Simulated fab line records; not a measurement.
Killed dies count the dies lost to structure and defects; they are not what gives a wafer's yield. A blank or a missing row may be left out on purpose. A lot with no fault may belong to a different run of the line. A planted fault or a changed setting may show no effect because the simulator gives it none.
A lot that was struck, set against a sound lot / flow n5Finfet / 24 steps out of a route of 1938
Sound: wafers L273.2, L273.4, L273.6. Struck: wafers L267.3, L267.6 (left out: L267.2, a lot-mate that was not struck); the cause follows at the end.
Order at every step that has rows: each side's tool, ch and its chambers, its first start. Under that, the readings that differ: sound wafers / struck wafers / difference of the means / sigmas: that difference in standard deviations of wafers without a fault.
alike: same words and numbers on both sides, and readings whose means sit less than 2 such deviations apart. not compared: any withheld reading, any reading some wafer has no value for, any bound like >300 that may hide the same value, and any number with overlapping values for which the record gives no deviation.
The two part at a step that has a row with sigmas, a row that says differs or no value, or rows on one side only. Non-overlapping numbers with no deviation appear without sigmas and do not part them. A reading missing from all wafers of one side parts the sides only when that side holds two or more wafers.

first, 11 steps without rows for these wafers: N5_STI_FIN_REVEAL_DENSIFY_30; N5_STI_FIN_REVEAL_ETCHBACK_08 (etches SiO2 in C4F6/O2, target depth 30.5 nm, time 10.167 s); N5_STI_FIN_REVEAL_STRIP_24 (strips in N2/H2, time 90 s); N5_STI_FIN_REVEAL_PRECLEAN_25 (cleans in SPM, time 90 s); N5_STI_FIN_REVEAL_PRECLEAN_26 (cleans in SC1, time 45 s); N5_STI_FIN_REVEAL_PRECLEAN_29 (cleans in DHF, time 30 s); N5_STI_FIN_REVEAL_SRD_12 (time 30 s); N5_STI_FIN_REVEAL_RECESS_09 (chemistry HF/NH3, target SiO2, afs cycles 11, target depth 42.5 nm, sublimation time 60 s); N5_STI_FIN_REVEAL_STRIP_16 (strips SiNx in H3PO4, target depth 23.8 nm); N5_STI_FIN_REVEAL_PRECLEAN_17 (cleans in NF3:NH3, afs cycles 1, time 20 s, sublimation time 60 s); N5_STI_FIN_REVEAL_ETCH_34 (etches Si in H2, material Si, target depth 0.97 nm).
N5_STI_FIN_REVEAL_OXIDATION_31: chemistry O2 PLASMA REMOTE, time 20 s.
  sound on plasmaAsher-01 ch 0,1, day 7 00:20; struck on plasmaAsher-02 ch 0, day 5 18:40
  alike: chamberPressureMTorr, drypumpMotorCurrentA, heaterPowerW
  not compared: rfHoursCounterH
then, 8 steps without rows for these wafers: N5_STI_FIN_REVEAL_PRECLEAN_32 (cleans in NF3:NH3, afs cycles 1, time 20 s, sublimation time 60 s); N5_STI_FIN_REVEAL_STRIP_35 (strips Si3N4 in H3PO4, target depth 4 nm, time 39 s); N5_STI_FIN_REVEAL_SRD_21 (time 30 s); N5_STI_FIN_REVEAL_OXIDATION_33 (chemistry O2 PLASMA REMOTE, time 20 s); N5_STI_FIN_REVEAL_CLEAN_19 (cleans in O3/DIW, time 120 s); N5_STI_FIN_REVEAL_SRD_23 (time 30 s); N5_STI_FIN_REVEAL_PRECLEAN_18 (cleans in SC2, time 45 s); N5_STI_FIN_REVEAL_SRD_28 (time 30 s).
N5_STI_FIN_REVEAL_INSPECT_13: inspects for defects (darkfield).
  sound: defectInspect-01 at day 7 00:58; struck: defectInspect-01 at day 5 19:18
reading=rawDefectCount; sound=5 9 7; struck=545 488; difference=+510; sigmas=+99 or more
then, 1 step without rows for these wafers: N5_DUMMY_GATE_PRECLEAN_00 (cleans in O3/DIW, time 60 s).
-- the record jumps here: 6 days lie between the struck wafers' starts before and after (it left off in module DUMMY_GATE and takes up again in module BEOL_M4, whose first step shown is number 1111 of the route) --
N5_BEOL_M4_RC_MEAS_101:
  sound on prober-02 ch 0, day 13 14:23; struck on prober-01 ch 0, day 11 09:19
reading=DIBL_P (mV/V); sound=37.0 37.6 36.6; struck=33.5 31.6; difference=-4.5; sigmas=-3
reading=SS_N (mV/dec); sound=71.4 71.8 72.1; struck=71.0 70.5; difference=-1.0; sigmas=-2
  alike: DIBL_N, IOFF_N, IOFF_P, ION_N, ION_P, SS_P, VT_N, VT_P
-- the record jumps here: 5 days lie between the struck wafers' starts before and after (it left off in module BEOL_M4 and takes up again in module PASSIVATION, whose first step shown is number 1936 of the route) --
N5_PASSIVATION_PROBE_49:
  only the struck wafers here have rows in the record (prober-02, day 16 01:47); the sound ones have none

WHERE THEY PART
Earliest at N5_STI_FIN_REVEAL_INSPECT_13; latest, in this record, at N5_PASSIVATION_PROBE_49.

WHY: the cause the simulator had injected
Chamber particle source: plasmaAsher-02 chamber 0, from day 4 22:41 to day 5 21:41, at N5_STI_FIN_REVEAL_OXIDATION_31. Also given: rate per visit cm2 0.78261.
